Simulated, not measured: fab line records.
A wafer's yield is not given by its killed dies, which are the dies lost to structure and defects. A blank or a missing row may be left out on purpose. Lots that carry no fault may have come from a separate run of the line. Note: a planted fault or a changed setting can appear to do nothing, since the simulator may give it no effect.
fab line records    flow nand_harc
record lots=24  wafers=72  last_day=33
route steps=1302 shown P_GATE@124 P_M0@272
lots untouched by any fault: they come from a run of this same line in which no faults occurred
start_h: hours from the record's opening day to when the first of the lot's shown wafers began    wait_h: hours from the lot's prior step to this one    " repeats the value in the row above    L1.1+2: one row covering several wafers at once    - either no value or no given start    * or withheld: withheld    < > ~ a bound
route shown NAME@n: a module of which the file shows steps, and the number in the route of the first    usual: the fault-free wafers' mean and standard deviation    same: alike in all rows    chamber/n: place in a boat    sites: the reading at each site    _std_site: how widely they spread, as a standard deviation    _edge_site: mean of outer sites minus mean of inner sites    radius_mm: how far each site lies from the wafer's centre    mask NAME#n: copy n    behind: the most recent tool/chamber to have shaped the wafer    hold: why the lot was held/for how many hours/how that ended    device: which transistor (n, p or np) failed to switch    end of line: tests of these same wafers at the route's end    a step without rows: its recipe alone    killed: the dies lost at the first sort to structure and to defects; this is not the yield of the wafer    map: a wafer's dies, marking killed ones x, the rest . and places with no die _
set.NAME: the setting as run; set.NAME@STEP: as run at that earlier step    model.NAME: the simulator's own value behind a step, which no gauge read
steps of the route over a sample of lots; a table a step, a row a wafer
services: the hour from which a tool's chamber was out of use, counted from the record's first day as start_h (under 0 if before that day), plus the number of hours and why
## steps
# step NHARC_P_GATE_DESCUM_13
# recipe time_s=3  o2_flow_sccm=200  ar_flow_sccm=0  bias_power_w=0  chemistry=O2
# usual drypump_motor_current_A=5.5/0.35  oes_product_au=1.002/0.0071  rf_vpp_V=57.8/0.92  showerhead_plenum_p_Torr=1.92/0.081  throttle_valve_pct=11.310/0.0094
lot.wafer  tool         chamber  start_h  wait_h  drypump_motor_current_A  oes_product_au  rf_hours_counter_h  rf_vpp_V  showerhead_plenum_p_Torr  throttle_valve_pct
L074.2     rie_diel-07  0        78.28    -       5.9                      0.998           6                   58.7      1.99                      11.318
L074.3     "            1        "        "       5.8                      1.017           6                   57.5      1.99                      11.305
L074.6     "            0        "        "       5.9                      0.992           -                   59.5      1.99                      11.295
L075.4     rie_diel-07  3        91.08    -       5.8                      0.993           8                   58.5      1.94                      11.326
L075.6     "            2        "        "       5.1                      1.001           -                   57.6      1.79                      11.319
L075.5     "            3        "        "       5.8                      0.998           -                   57.1      1.94                      11.298
L076.2     rie_diel-09  2        100.98   -       5.3                      0.999           5                   57.1      1.91                      11.320
L076.3     "            0        "        "       5.6                      1.001           6                   57.6      2.01                      11.312
L076.6     "            2        "        "       5.3                      1.001           -                   57.1      1.91                      11.306
L077.2     rie_diel-06  3        110.93   -       5.5                      1.005           12                  58.1      2.01                      11.298
L077.4     "            1        "        "       5.0                      1.000           11                  56.0      1.82                      11.314
L077.5     "            3        "        "       5.6                      0.994           -                   58.9      2.01                      11.313
L078.3     rie_diel-07  3        126.50   -       5.8                      1.000           0                   57.5      1.93                      11.309
L078.1     "            0        "        "       5.9                      1.002           0                   56.9      1.99                      11.308
L078.6     "            2        "        "       5.1                      1.014           -                   56.9      1.79                      11.311
L079.4     rie_diel-09  1        131.04   -       4.8                      1.006           7                   58.8      1.96                      11.312
L079.1     "            2        "        "       5.3                      1.004           6                   58.1      1.91                      11.314
L079.5     "            3        "        "       5.7                      1.007           -                   58.8      1.81                      11.290
L080.1     rie_diel-07  2        142.54   -       5.1                      1.010           1                   58.9      1.79                      11.305
L080.2     "            3        "        "       5.8                      1.003           1                   57.4      1.93                      11.299
L080.4     "            1        "        "       5.7                      1.000           1                   57.8      1.99                      11.304
L081.2     rie_diel-09  0        159.17   -       5.6                      1.002           0                   58.2      2.01                      11.301
L081.4     "            1        "        "       4.8                      1.006           0                   56.9      1.96                      11.324
L081.3     "            3        "        "       5.8                      0.993           0                   57.7      1.81                      11.302
L082.3     rie_diel-09  2        167.31   -       5.3                      0.999           0                   58.7      1.91                      11.300
L082.1     "            1        "        "       4.8                      1.007           0                   58.7      1.96                      11.306
L082.5     "            1        "        "       4.8                      1.003           -                   57.6      1.96                      11.297
L083.3     rie_diel-07  2        175.47   -       5.1                      1.006           2                   56.5      1.79                      11.317
L083.5     "            2        "        "       5.1                      1.014           -                   57.8      1.79                      11.312
L083.6     "            3        "        "       5.8                      1.014           -                   57.7      1.93                      11.318
L084.2     rie_diel-09  2        184.25   -       5.3                      0.998           1                   57.4      1.91                      11.306
L084.3     "            3        "        "       5.7                      0.995           1                   58.0      1.81                      11.313
L084.6     "            1        "        "       4.8                      0.994           -                   56.6      1.96                      11.308
L085.4     rie_diel-07  2        191.10   -       5.1                      1.011           3                   58.1      1.79                      11.329
L085.2     "            0        "        "       5.9                      0.996           5                   59.0      1.99                      11.296
L085.5     "            2        "        "       5.1                      1.007           -                   55.5      1.79                      11.302
L086.3     rie_diel-09  1        209.39   -       4.8                      1.011           2                   56.6      1.96                      11.313
L086.5     "            3        "        "       5.7                      1.000           -                   57.9      1.81                      11.314
L086.6     "            0        "        "       5.5                      1.004           -                   57.5      2.00                      11.332
L089.1     rie_diel-07  0        227.76   -       5.9                      0.999           7                   58.3      1.99                      11.303
L089.5     "            0        "        "       5.9                      0.987           -                   56.7      1.99                      11.312
L089.6     "            1        "        "       5.7                      1.000           -                   56.8      1.99                      11.305
L087.1     rie_diel-09  3        227.81   -       5.8                      1.002           2                   58.2      1.80                      11.314
L087.6     "            3        "        "       5.8                      0.998           -                   57.2      1.81                      11.309
L087.5     "            0        "        "       5.6                      1.007           -                   58.0      2.01                      11.320
L088.2     rie_diel-07  3        227.98   -       5.8                      1.007           6                   58.1      1.93                      11.309
L088.3     "            0        "        "       5.9                      1.000           7                   58.3      1.99                      11.306
L088.6     "            1        "        "       5.7                      0.997           -                   56.3      1.99                      11.310
L090.2     rie_diel-06  2        237.38   -       5.6                      0.993           5                   59.6      1.89                      11.324
L090.1     "            1        "        "       5.0                      0.995           4                   57.6      1.82                      11.297
L090.5     "            2        "        "       5.6                      1.006           -                   57.8      1.89                      11.313
L091.2     rie_diel-09  3        249.15   -       5.8                      0.999           4                   56.5      1.81                      11.303
L091.4     "            0        "        "       5.5                      1.010           -                   58.8      2.00                      11.310
L091.5     "            1        "        "       4.8                      1.001           -                   59.2      1.96                      11.309
L092.3     rie_diel-06  1        258.57   -       5.0                      0.997           5                   57.3      1.82                      11.318
L092.1     "            3        "        "       5.6                      0.996           5                   57.5      2.01                      11.316
L092.5     "            2        "        "       5.6                      0.994           -                   58.0      1.89                      11.303
L093.2     rie_diel-07  2        275.00   -       5.1                      1.005           9                   55.7      1.79                      11.313
L093.4     "            0        "        "       5.9                      0.999           11                  56.4      1.98                      11.300
L093.1     "            1        "        "       5.7                      0.999           10                  57.6      1.99                      11.286
L094.3     rie_diel-06  3        280.76   -       5.6                      0.999           8                   58.1      2.01                      11.295
L094.2     "            0        "        "       5.2                      0.997           7                   58.3      1.96                      11.310
L094.1     "            1        "        "       5.0                      1.004           7                   57.2      1.82                      11.317
L095.3     rie_diel-07  2        289.97   -       5.2                      1.005           10                  57.0      1.78                      11.299
L095.1     "            3        "        "       5.8                      1.000           11                  58.2      1.93                      11.326
L095.4     "            1        "        "       5.7                      1.009           11                  58.2      1.99                      11.307
L096.4     rie_diel-09  3        309.12   -       5.7                      0.985           5                   56.9      1.80                      11.306
L096.2     "            0        "        "       5.6                      1.013           5                   57.4      2.00                      11.313
L096.6     "            3        "        "       5.7                      0.991           -                   58.2      1.80                      11.312
L097.1     rie_diel-09  2        309.27   -       5.3                      1.009           5                   56.8      1.91                      11.307
L097.4     "            0        "        "       5.6                      1.011           5                   58.4      2.00                      11.301
L097.3     "            1        "        "       4.8                      1.014           5                   56.1      1.96                      11.303
# step NHARC_P_GATE_STRIP_101
# recipe time_s=20  o2_flow_sccm=500  ar_flow_sccm=0  bias_w=0  chemistry=O2
# usual drypump_motor_current_A=5.45/0.29  oes_product_au=1.001/0.0072  rf_vpp_V=57.7/1  showerhead_plenum_p_Torr=3.54/0.13  throttle_valve_pct=17.037/0.0088
lot.wafer  tool         chamber  start_h  wait_h  drypump_motor_current_A  oes_product_au  rf_hours_counter_h  rf_vpp_V  showerhead_plenum_p_Torr  throttle_valve_pct
L074.2     rie_diel-06  1        105.78   0.1     5.03                     0.997           10                  58.1      3.37                      17.032
L074.3     "            2        "        "       5.62                     1.004           9                   58.2      3.49                      17.033
L074.6     "            3        "        "       5.57                     1.003           -                   58.0      3.70                      17.048
L075.4     rie_diel-06  1        118.98   0.1     5.03                     1.001           12                  56.1      3.36                      17.029
L075.5     "            2        "        "       5.63                     1.002           -                   56.8      3.48                      17.041
L075.6     "            3        "        "       5.59                     0.991           -                   59.4      3.70                      17.025
L076.3     rie_diel-06  1        125.98   0.1     5.06                     0.989           14                  58.1      3.36                      17.037
L076.2     "            0        "        "       5.26                     0.989           13                  58.3      3.61                      17.051
L076.6     "            1        "        "       5.05                     0.998           -                   56.2      3.36                      17.020
L077.4     rie_diel-07  1        139.94   0.1     5.71                     0.998           1                   58.9      3.66                      17.045
L077.2     "            3        "        "       5.79                     1.010           1                   57.0      3.56                      17.028
L077.5     "            1        "        "       5.72                     1.013           -                   58.2      3.66                      17.036
L078.3     rie_diel-06  1        151.59   0.1     5.04                     0.989           0                   56.0      3.36                      17.048
L078.1     "            3        "        "       5.58                     0.991           0                   58.7      3.70                      17.058
L078.6     "            1        "        "       5.01                     0.997           -                   56.5      3.36                      17.039
L079.1     rie_diel-06  2        158.98   0.1     5.59                     1.003           2                   56.9      3.48                      17.034
L079.4     "            3        "        "       5.60                     1.013           2                   59.7      3.70                      17.043
L079.5     "            2        "        "       5.61                     1.001           -                   57.7      3.48                      17.047
L080.1     rie_diel-07  0        172.09   0.1     5.91                     0.994           3                   56.5      3.66                      17.042
L080.4     "            2        "        "       5.13                     1.006           2                   56.0      3.31                      17.036
L080.2     "            3        "        "       5.79                     1.002           2                   57.1      3.56                      17.027
L081.4     rie_diel-06  2        185.13   0.1     5.63                     1.000           3                   56.6      3.48                      17.031
L081.2     "            3        "        "       5.59                     0.993           3                   57.6      3.70                      17.040
L081.3     "            0        "        "       5.27                     0.989           3                   57.4      3.61                      17.036
L082.3     rie_diel-06  0        192.94   0.1     5.24                     1.007           3                   58.0      3.61                      17.038
L082.1     "            1        "        "       5.01                     0.998           3                   58.4      3.36                      17.046
L082.5     "            0        "        "       5.25                     0.998           -                   59.2      3.61                      17.024
L083.3     rie_diel-07  2        203.29   0.1     5.11                     1.019           3                   57.2      3.31                      17.032
L083.6     "            1        "        "       5.74                     1.011           -                   58.0      3.66                      17.043
L083.5     "            2        "        "       5.14                     1.017           -                   56.0      3.31                      17.031
L084.2     rie_diel-09  3        219.46   0.1     5.77                     0.996           2                   57.7      3.34                      17.044
L084.3     "            1        "        "       4.77                     0.996           2                   57.7      3.62                      17.044
L084.6     "            2        "        "       5.32                     1.006           -                   58.0      3.51                      17.045
L085.4     rie_diel-06  1        220.58   0.1     5.01                     0.986           4                   56.1      3.36                      17.029
L085.2     "            0        "        "       5.26                     0.997           4                   58.5      3.61                      17.038
L085.5     "            2        "        "       5.63                     0.998           -                   58.0      3.48                      17.049
L086.3     rie_diel-06  0        234.28   0.1     5.26                     1.002           4                   57.4      3.61                      17.031
L086.5     "            3        "        "       5.61                     0.995           -                   57.5      3.70                      17.039
L086.6     "            0        "        "       5.25                     0.999           -                   57.1      3.61                      17.040
L088.2     rie_diel-07  0        252.38   0.1     5.90                     0.997           10                  55.9      3.65                      17.019
L088.3     "            1        "        "       5.74                     1.002           8                   58.0      3.66                      17.029
L088.6     "            3        "        "       5.83                     0.993           -                   57.7      3.56                      17.026
L087.1     rie_diel-06  0        252.89   0.1     5.28                     0.988           5                   56.5      3.61                      17.040
L087.6     "            2        "        "       5.64                     0.999           -                   57.8      3.48                      17.035
L087.5     "            3        "        "       5.58                     1.003           -                   59.0      3.70                      17.027
L089.1     rie_diel-09  2        258.99   0.1     5.30                     1.011           4                   56.5      3.51                      17.036
L089.5     "            2        "        "       5.29                     1.012           -                   58.4      3.51                      17.038
L089.6     "            3        "        "       5.77                     0.999           -                   56.4      3.34                      17.038
L090.2     rie_diel-06  1        262.55   0.1     5.00                     0.995           5                   57.2      3.36                      17.037
L090.1     "            2        "        "       5.63                     0.999           6                   58.5      3.48                      17.043
L090.5     "            0        "        "       5.26                     1.001           -                   56.2      3.61                      17.055
L091.4     rie_diel-07  0        274.28   0.1     5.90                     1.003           11                  59.5      3.65                      17.039
L091.2     "            2        "        "       5.15                     1.011           9                   56.9      3.31                      17.036
L091.5     "            0        "        "       5.88                     0.999           -                   57.7      3.65                      17.033
L092.1     rie_diel-06  3        287.41   0.1     5.58                     1.009           8                   60.6      3.69                      17.028
L092.3     "            1        "        "       5.04                     1.006           7                   57.0      3.36                      17.043
L092.5     "            0        "        "       5.24                     1.006           -                   59.3      3.61                      17.024
L093.2     rie_diel-06  3        305.03   0.1     5.53                     1.000           9                   58.0      3.69                      17.037
L093.1     "            2        "        "       5.62                     1.000           9                   58.4      3.48                      17.043
L093.4     "            2        "        "       5.62                     1.003           -                   57.4      3.48                      17.020
L094.2     rie_diel-06  2        305.87   0.1     5.61                     0.997           9                   57.3      3.48                      17.053
L094.3     "            3        "        "       5.55                     1.015           9                   60.0      3.69                      17.034
L094.1     "            0        "        "       5.25                     0.998           8                   57.1      3.61                      17.040
L095.3     rie_diel-09  0        319.77   0.1     5.57                     1.006           6                   56.1      3.68                      17.049
L095.1     "            2        "        "       5.34                     1.012           6                   57.8      3.51                      17.046
L095.4     "            0        "        "       5.53                     1.010           -                   58.2      3.68                      17.026
L097.1     rie_diel-09  1        336.96   0.1     4.80                     1.013           1                   57.1      3.61                      17.040
L097.3     "            3        "        "       5.78                     1.004           1                   57.2      3.34                      17.016
L097.4     "            3        "        "       5.79                     1.011           -                   58.6      3.34                      17.035
L096.2     rie_diel-06  1        337.85   0.1     5.03                     0.999           1                   58.5      3.36                      17.024
L096.4     "            2        "        "       5.63                     1.000           1                   57.6      3.48                      17.039
L096.6     "            0        "        "       5.27                     1.002           -                   59.9      3.61                      17.031
# step NHARC_P_GATE_RTA_80
# recipe temp_c=300  time_s=30
# usual anneal_temp_c_max=301.48/0.29  wafer_temp_C_max=301.1/0.34
lot.wafer  tool           chamber  start_h  wait_h  anneal_temp_c_max  wafer_temp_C_max
L074.2     rtp_anneal-01  0        113.01   -       301.24             301.1
L074.3     "              0        "        "       302.13             300.7
L074.6     "              0        "        "       301.62             300.8
L075.4     rtp_anneal-02  0        125.80   -       301.59             301.2
L075.5     "              0        "        "       301.46             300.7
L075.6     "              0        "        "       301.70             301.4
L076.2     rtp_anneal-02  0        132.82   -       301.67             301.0
L076.3     "              0        "        "       301.28             301.2
L076.6     "              0        "        "       301.34             301.2
L077.2     rtp_anneal-02  0        146.79   -       300.99             302.2
L077.4     "              0        "        "       301.89             301.3
L077.5     "              0        "        "       301.23             300.8
L078.1     rtp_anneal-01  0        158.86   -       301.31             301.3
L078.3     "              0        "        "       301.37             301.0
L078.6     "              0        "        "       301.68             301.0
L079.1     rtp_anneal-02  0        165.83   -       301.43             301.7
L079.4     "              0        "        "       301.46             301.7
L079.5     "              0        "        "       301.59             301.7
L080.1     rtp_anneal-02  0        178.93   -       301.86             301.6
L080.2     "              0        "        "       301.08             301.0
L080.4     "              0        "        "       301.69             301.2
L081.2     rtp_anneal-02  0        192.01   -       301.30             300.5
L081.3     "              0        "        "       301.78             301.2
L081.4     "              0        "        "       302.07             301.5
L082.1     rtp_anneal-02  0        199.62   -       301.50             300.7
L082.3     "              0        "        "       301.12             300.8
L082.5     "              0        "        "       301.50             301.3
L083.3     rtp_anneal-01  0        210.03   -       301.48             300.6
L083.5     "              0        "        "       301.53             301.3
L083.6     "              0        "        "       301.48             300.8
L084.2     rtp_anneal-01  0        226.27   -       301.41             301.1
L084.3     "              0        "        "       301.66             300.6
L084.6     "              0        "        "       301.51             301.3
L085.2     rtp_anneal-01  0        227.84   -       301.39             301.1
L085.4     "              0        "        "       301.16             300.9
L085.5     "              0        "        "       301.32             301.0
L086.3     rtp_anneal-02  0        241.20   -       301.29             301.6
L086.5     "              0        "        "       301.59             301.5
L086.6     "              0        "        "       301.53             301.1
L088.2     rtp_anneal-01  0        259.58   -       301.34             300.6
L088.3     "              0        "        "       301.98             300.8
L088.6     "              0        "        "       300.98             300.9
L087.1     rtp_anneal-02  0        260.52   -       301.12             301.6
L087.5     "              0        "        "       300.88             301.2
L087.6     "              0        "        "       301.28             301.4
L089.1     rtp_anneal-02  0        265.68   -       301.69             301.2
L089.5     "              0        "        "       301.90             301.2
L089.6     "              0        "        "       301.73             301.5
L090.1     rtp_anneal-01  0        269.22   -       301.89             300.7
L090.2     "              0        "        "       302.07             301.2
L090.5     "              0        "        "       302.23             300.7
L091.2     rtp_anneal-01  0        281.05   -       301.42             300.5
L091.4     "              0        "        "       301.27             301.0
L091.5     "              0        "        "       301.69             300.6
L092.1     rtp_anneal-01  0        294.20   -       301.35             301.0
L092.3     "              0        "        "       301.32             301.2
L092.5     "              0        "        "       301.27             301.1
L093.1     rtp_anneal-02  0        311.74   -       301.40             301.0
L093.2     "              0        "        "       301.65             301.0
L093.4     "              0        "        "       301.39             301.1
L094.1     rtp_anneal-02  0        312.70   -       301.85             301.5
L094.2     "              0        "        "       301.52             301.5
L094.3     "              0        "        "       301.87             301.3
L095.1     rtp_anneal-02  0        326.58   -       300.99             301.3
L095.3     "              0        "        "       300.95             301.5
L095.4     "              0        "        "       301.32             302.0
L097.1     rtp_anneal-02  0        343.94   -       301.08             301.1
L097.3     "              0        "        "       301.12             301.1
L097.4     "              0        "        "       301.37             301.2
L096.2     rtp_anneal-01  0        344.71   -       302.07             301.1
L096.4     "              0        "        "       301.68             301.0
L096.6     "              0        "        "       301.40             300.8
# step NHARC_P_GATE_RTA_82
# recipe temp_c=450  time_s=30
# usual anneal_temp_c_max=452.2/0.44  lamp_power_pct=3.5/0.31  wafer_temp_C_max=451.7/0.46
lot.wafer  tool           chamber  start_h  wait_h  anneal_temp_c_max  lamp_power_pct  wafer_temp_C_max
L074.2     rtp_anneal-02  0        113.47   -       451.8              3.2             451.7
L074.3     "              0        "        "       451.7              3.2             451.7
L074.6     "              0        "        "       451.8              3.2             452.4
L075.4     rtp_anneal-01  0        126.29   -       452.5              3.9             451.2
L075.5     "              0        "        "       452.1              3.9             451.0
L075.6     "              0        "        "       452.1              3.9             451.5
L076.2     rtp_anneal-01  0        133.27   -       451.9              3.9             451.9
L076.3     "              0        "        "       452.3              3.9             451.5
L076.6     "              0        "        "       452.0              3.9             451.4
L077.2     rtp_anneal-02  0        147.24   -       452.3              3.2             452.0
L077.4     "              0        "        "       451.7              3.2             451.9
L077.5     "              0        "        "       452.2              3.2             452.1
L078.1     rtp_anneal-01  0        159.36   -       452.9              3.9             450.7
L078.3     "              0        "        "       452.1              3.9             451.4
L078.6     "              0        "        "       452.7              3.9             451.7
L079.1     rtp_anneal-01  0        166.28   -       452.7              3.9             452.1
L079.4     "              0        "        "       454.0              3.9             452.4
L079.5     "              0        "        "       453.2              3.9             451.3
L080.1     rtp_anneal-01  0        179.38   -       452.2              3.9             450.9
L080.2     "              0        "        "       452.1              3.9             451.1
L080.4     "              0        "        "       451.9              3.9             451.0
L081.2     rtp_anneal-02  0        192.48   -       452.2              3.2             451.1
L081.3     "              0        "        "       452.4              3.2             452.1
L081.4     "              0        "        "       452.2              3.2             451.7
L082.1     rtp_anneal-01  0        200.08   -       452.5              3.9             452.0
L082.3     "              0        "        "       452.1              3.9             451.3
L082.5     "              0        "        "       451.7              3.9             451.3
L083.3     rtp_anneal-02  0        210.49   -       452.4              3.2             451.4
L083.5     "              0        "        "       451.7              3.2             451.2
L083.6     "              0        "        "       451.8              3.2             451.5
L084.2     rtp_anneal-02  0        226.72   -       451.6              3.2             451.8
L084.3     "              0        "        "       452.1              3.2             451.3
L084.6     "              0        "        "       452.1              3.2             451.6
L085.2     rtp_anneal-02  0        228.30   -       451.7              3.2             451.9
L085.4     "              0        "        "       452.0              3.2             452.4
L085.5     "              0        "        "       452.5              3.2             453.0
L086.3     rtp_anneal-01  0        241.66   -       452.8              3.9             451.3
L086.5     "              0        "        "       453.1              3.9             451.7
L086.6     "              0        "        "       453.4              3.9             451.0
L088.2     rtp_anneal-01  0        260.04   -       452.0              3.9             451.2
L088.3     "              0        "        "       451.5              3.9             451.3
L088.6     "              0        "        "       452.4              3.9             451.3
L087.1     rtp_anneal-02  0        260.98   -       452.2              3.2             451.4
L087.5     "              0        "        "       452.4              3.2             451.9
L087.6     "              0        "        "       451.9              3.2             451.5
L089.1     rtp_anneal-01  0        266.14   -       452.0              3.9             451.5
L089.5     "              0        "        "       452.0              3.9             451.7
L089.6     "              0        "        "       451.6              3.9             451.1
L090.1     rtp_anneal-02  0        269.69   -       452.6              3.2             451.9
L090.2     "              0        "        "       451.9              3.2             452.1
L090.5     "              0        "        "       452.4              3.2             452.0
L091.2     rtp_anneal-02  0        281.51   -       451.8              3.2             451.8
L091.4     "              0        "        "       452.6              3.2             452.1
L091.5     "              0        "        "       451.8              3.2             452.3
L092.1     rtp_anneal-01  0        294.66   -       452.4              3.9             451.5
L092.3     "              0        "        "       451.7              3.9             451.0
L092.5     "              0        "        "       452.1              3.9             452.0
L093.1     rtp_anneal-01  0        312.27   -       452.2              3.9             451.3
L093.2     "              0        "        "       452.7              3.9             451.5
L093.4     "              0        "        "       452.2              3.9             451.2
L094.1     rtp_anneal-01  0        313.17   -       451.7              3.9             451.5
L094.2     "              0        "        "       452.5              3.9             451.3
L094.3     "              0        "        "       452.2              3.9             451.2
L095.1     rtp_anneal-02  0        327.04   -       452.0              3.2             451.8
L095.3     "              0        "        "       451.6              3.2             452.3
L095.4     "              0        "        "       451.8              3.2             452.2
L097.1     rtp_anneal-02  0        344.40   -       452.2              3.2             452.5
L097.3     "              0        "        "       452.3              3.2             452.7
L097.4     "              0        "        "       452.1              3.2             451.9
L096.2     rtp_anneal-02  0        345.17   -       451.7              3.2             451.6
L096.4     "              0        "        "       452.0              3.2             451.9
L096.6     "              0        "        "       452.4              3.2             451.8
# step NHARC_P_M0_DEGAS_28
# recipe temp_c=250  time_s=60
# usual heater_power_w=315/31
lot.wafer  tool            chamber  start_h  wait_h  heater_power_w
L074.2     pvd_sputter-03  -        120.54   -       343
L074.3     "               -        "        "       322
L074.6     "               -        "        "       341
L075.4     pvd_sputter-01  -        133.28   -       360
L075.5     "               -        "        "       364
L075.6     "               -        "        "       356
L076.3     pvd_sputter-03  -        140.07   -       328
L076.2     "               -        "        "       274
L076.6     "               -        "        "       333
L077.2     pvd_sputter-02  -        154.37   -       318
L077.4     "               -        "        "       319
L077.5     "               -        "        "       299
L078.1     pvd_sputter-02  -        166.61   -       316
L078.3     "               -        "        "       302
L078.6     "               -        "        "       286
L079.1     pvd_sputter-01  -        173.91   -       369
L079.4     "               -        "        "       364
L079.5     "               -        "        "       360
L080.4     pvd_sputter-01  -        186.63   -       373
L080.1     "               -        "        "       286
L080.2     "               -        "        "       370
L081.3     pvd_sputter-02  -        199.43   -       300
L081.2     "               -        "        "       309
L081.4     "               -        "        "       293
L082.1     pvd_sputter-01  -        207.24   -       363
L082.3     "               -        "        "       361
L082.5     "               -        "        "       368
L083.3     pvd_sputter-02  -        217.67   -       313
L083.6     "               -        "        "       318
L083.5     "               -        "        "       292
L084.3     pvd_sputter-02  -        234.15   -       318
L084.2     "               -        "        "       307
L084.6     "               -        "        "       291
L085.4     pvd_sputter-03  -        235.27   -       262
L085.2     "               -        "        "       325
L085.5     "               -        "        "       260
L086.3     pvd_sputter-03  -        249.22   -       331
L086.5     "               -        "        "       260
L086.6     "               -        "        "       288
L088.2     pvd_sputter-01  -        267.00   -       369
L088.3     "               -        "        "       350
L088.6     "               -        "        "       369
L087.1     pvd_sputter-03  -        268.13   -       328
L087.5     "               -        "        "       294
L087.6     "               -        "        "       344
L089.1     pvd_sputter-03  -        273.22   -       338
L089.5     "               -        "        "       296
L089.6     "               -        "        "       341
L090.2     pvd_sputter-02  -        276.83   -       323
L090.1     "               -        "        "       287
L090.5     "               -        "        "       324
L091.2     pvd_sputter-03  -        288.56   -       343
L091.4     "               -        "        "       324
L091.5     "               -        "        "       346
L092.3     pvd_sputter-03  -        301.71   -       267
L092.1     "               -        "        "       334
L092.5     "               -        "        "       261
L093.1     pvd_sputter-03  -        319.74   -       328
L093.2     "               -        "        "       265
L093.4     "               -        "        "       291
L094.1     pvd_sputter-03  -        321.01   -       318
L094.3     "               -        "        "       270
L094.2     "               -        "        "       278
L095.4     pvd_sputter-02  -        334.67   -       302
L095.1     "               -        "        "       288
L095.3     "               -        "        "       329
L097.1     pvd_sputter-02  -        351.49   -       304
L097.4     "               -        "        "       325
L097.3     "               -        "        "       314
L096.4     pvd_sputter-01  -        352.26   -       361
L096.2     "               -        "        "       303
L096.6     "               -        "        "       357
# step NHARC_P_M0_PRE_CLEAN_29
# recipe time_s=30  temp_c=280  gas=H2/He
# usual heater_power_w=386/37
lot.wafer  tool            chamber  start_h  wait_h  heater_power_w
L074.2     pvd_sputter-03  -        -        -       366
L074.3     "               -        "        "       338
L074.6     "               -        "        "       423
L075.4     pvd_sputter-01  -        -        -       427
L075.5     "               -        "        "       453
L075.6     "               -        "        "       431
L076.2     pvd_sputter-03  -        -        -       399
L076.3     "               -        "        "       361
L076.6     "               -        "        "       334
L077.2     pvd_sputter-02  -        -        -       358
L077.4     "               -        "        "       371
L077.5     "               -        "        "       371
L078.1     pvd_sputter-02  -        -        -       374
L078.3     "               -        "        "       364
L078.6     "               -        "        "       364
L079.4     pvd_sputter-01  -        -        -       441
L079.1     "               -        "        "       438
L079.5     "               -        "        "       455
L080.4     pvd_sputter-01  -        -        -       442
L080.2     "               -        "        "       441
L080.1     "               -        "        "       447
L081.2     pvd_sputter-02  -        -        -       370
L081.4     "               -        "        "       361
L081.3     "               -        "        "       380
L082.1     pvd_sputter-01  -        -        -       451
L082.3     "               -        "        "       448
L082.5     "               -        "        "       427
L083.3     pvd_sputter-02  -        -        -       359
L083.6     "               -        "        "       399
L083.5     "               -        "        "       366
L084.3     pvd_sputter-02  -        -        -       379
L084.2     "               -        "        "       362
L084.6     "               -        "        "       363
L085.4     pvd_sputter-03  -        -        -       328
L085.2     "               -        "        "       406
L085.5     "               -        "        "       321
L086.3     pvd_sputter-03  -        -        -       398
L086.6     "               -        "        "       398
L086.5     "               -        "        "       319
L088.3     pvd_sputter-01  -        -        -       438
L088.2     "               -        "        "       435
L088.6     "               -        "        "       437
L087.1     pvd_sputter-03  -        -        -       414
L087.5     "               -        "        "       358
L087.6     "               -        "        "       425
L089.1     pvd_sputter-03  -        -        -       323
L089.5     "               -        "        "       330
L089.6     "               -        "        "       357
L090.1     pvd_sputter-02  -        -        -       371
L090.2     "               -        "        "       362
L090.5     "               -        "        "       359
L091.4     pvd_sputter-03  -        -        -       356
L091.2     "               -        "        "       411
L091.5     "               -        "        "       365
L092.3     pvd_sputter-03  -        -        -       328
L092.1     "               -        "        "       370
L092.5     "               -        "        "       319
L093.4     pvd_sputter-03  -        -        -       400
L093.1     "               -        "        "       322
L093.2     "               -        "        "       356
L094.2     pvd_sputter-03  -        -        -       400
L094.3     "               -        "        "       360
L094.1     "               -        "        "       408
L095.1     pvd_sputter-02  -        -        -       397
L095.4     "               -        "        "       372
L095.3     "               -        "        "       359
L097.1     pvd_sputter-02  -        -        -       371
L097.4     "               -        "        "       353
L097.3     "               -        "        "       395
L096.2     pvd_sputter-01  -        -        -       446
L096.4     "               -        "        "       373
L096.6     "               -        "        "       450
## services
tool            chamber  start_h  hours  kind
rie_diel-07     -        61.44    0.2    repair
rie_diel-07     0        64.36    5.5    repair
rie_diel-09     -        75.05    9.0    repair
pvd_sputter-03  -        96.19    0.7    repair
pvd_sputter-02  -        104.02   10.0   pm
rie_diel-07     2        104.51   5.0    repair
pvd_sputter-03  -        110.19   2.2    repair
rie_diel-07     -        117.20   9.0    pm
rie_diel-06     0        119.30   3.1    repair
rie_diel-06     -        130.20   9.0    pm
rie_diel-09     -        143.10   9.0    pm
pvd_sputter-03  -        170.00   10.0   pm
rie_diel-07     1        172.11   5.1    repair
pvd_sputter-02  -        185.45   1.8    repair
rie_diel-07     3        200.40   4.0    repair
pvd_sputter-02  -        239.15   0.5    repair
pvd_sputter-03  -        252.23   9.5    repair
pvd_sputter-02  -        282.02   10.0   pm
rie_diel-07     -        294.20   9.0    pm
rie_diel-06     1        304.02   5.5    repair
pvd_sputter-02  -        306.49   26.0   repair
rie_diel-06     -        307.20   9.0    pm
pvd_sputter-03  -        324.24   1.3    repair
pvd_sputter-03  -        348.06   10.0   pm
## key
fault none
